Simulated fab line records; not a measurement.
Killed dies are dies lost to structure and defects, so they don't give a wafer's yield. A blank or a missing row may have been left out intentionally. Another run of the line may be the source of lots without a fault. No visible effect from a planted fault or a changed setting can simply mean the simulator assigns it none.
Struck lot and sound lot, side by side -- flow nandHarc -- 14 out of 1159 route steps
Sound: these wafers, L329.4, L329.5, L329.6. Struck: wafers L314.1, L314.3, L314.4. Last of all comes the cause.
At each step with rows: each side's tool, then ch and its chambers, then its first start. Under that, the readings that differ: sound wafers -- struck wafers -- difference of the means -- sigmas: that difference in standard deviations of wafers without a fault.
alike: a reading whose means differ by less than 2 such deviations, as well as words and numbers matching on both sides. not compared: withheld readings; readings where some wafer has no value; bounds like >300 that might hide an equal value; numbers whose values overlap and for which the record gives no deviation.
A row with sigmas, a row that says differs or no value, or rows on one side alone: a step with any of these is where the two part. Non-overlapping numbers with no deviation appear without sigmas and do not part them. Lack of a reading on every wafer of one side parts them only where that side has two or more wafers.

first, 1 step without rows for these wafers: NHARC_A_STAIRCASE_TRIM_14 (chemistry O2, time 211.2 s).
NHARC_A_STAIRCASE_ETCH_15: etches the open film in C4F8/O2, target depth 100 nm, time 40.5 s.
  sound on rieDiel-01 ch 1,2; struck on rieDiel-05 ch 0,2,3
  alike: biasW, chamberPressureMTorr, oesProductAu, rfVppV
  not compared: rfHoursCounterH
then, 1 step without rows for these wafers: NHARC_A_STAIRCASE_TRIM_16 (chemistry O2, time 211.2 s).
NHARC_A_STAIRCASE_ETCH_17: etches the open film in C4F8/O2, target depth 100 nm, time 40.5 s.
  sound on rieDiel-01 ch 2,3; struck on rieDiel-05 ch 1,2,3
  alike: biasW, chamberPressureMTorr, oesProductAu, rfVppV
  not compared: rfHoursCounterH
then, 3 steps without rows for these wafers: NHARC_A_STAIRCASE_TRIM_18 (chemistry O2, time 211.2 s); NHARC_A_STAIRCASE_ETCH_19 (etches the open film in C4F8/O2, target depth 100 nm, time 40.5 s); NHARC_A_STAIRCASE_TRIM_20 (chemistry O2, time 211.2 s).
NHARC_A_STAIRCASE_ETCH_21: etches the open film in C4F8/O2, target depth 100 nm, time 40.5 s.
  sound on rieDiel-05 ch 2,3; struck on rieDiel-05 ch 0,2,3
  alike: biasW, chamberPressureMTorr, oesProductAu, rfVppV
  not compared: rfHoursCounterH
then, 1 step without rows for these wafers: NHARC_A_STAIRCASE_TRIM_22 (chemistry O2, time 211.2 s).
NHARC_A_STAIRCASE_ETCH_23: etches the open film in C4F8/O2, target depth 100 nm, time 40.5 s.
  sound on rieDiel-05 ch 0,1,2; struck on rieDiel-05 ch 1,2,3
  alike: biasW, chamberPressureMTorr, oesProductAu, rfVppV
  not compared: rfHoursCounterH
NHARC_A_STAIRCASE_TRIM_24: chemistry O2, time 211.2 s.
  sound on rieDiel-05 ch 0,3; struck on rieDiel-05 ch 0,2,3
  alike: chamberPressureMTorr, drypumpMotorCurrentA, oesProductAu, rfVppV, showerheadPlenumPTorr, throttleValvePct
  not compared: rfHoursCounterH
NHARC_A_STAIRCASE_ETCH_25: etches the open film in C4F8/O2, target depth 100 nm, time 40.5 s.
  sound on rieDiel-05 ch 2,3, day 15 04:36; struck on rieDiel-05 ch 1,2,3, day 11 10:24
  no value came back on the struck wafers for biasW (W), chamberPressureMTorr (mTorr), oesProductAu (a.u.), rfVppV (V); on the sound wafers biasW (W) reads 997.4 1000.9 997.7
  not compared: rfHoursCounterH
then, 1 step without rows for these wafers: NHARC_A_STAIRCASE_TRIM_26 (chemistry O2, time 211.2 s).
-- jump in the record: it breaks off in module A_STAIRCASE and resumes in module END (first step shown: number 1159 of the route), and 9 days separate the struck wafers' starts before and after --
NHARC_END_SORT_01:
  the record has rows for the struck wafers here (prober-02 ch 0, day 20 00:38) and none for the sound ones

## WHERE THEY PART
At NHARC_A_STAIRCASE_ETCH_25 first; at NHARC_END_SORT_01 last (within this record only).

WHY: what the simulator had put in
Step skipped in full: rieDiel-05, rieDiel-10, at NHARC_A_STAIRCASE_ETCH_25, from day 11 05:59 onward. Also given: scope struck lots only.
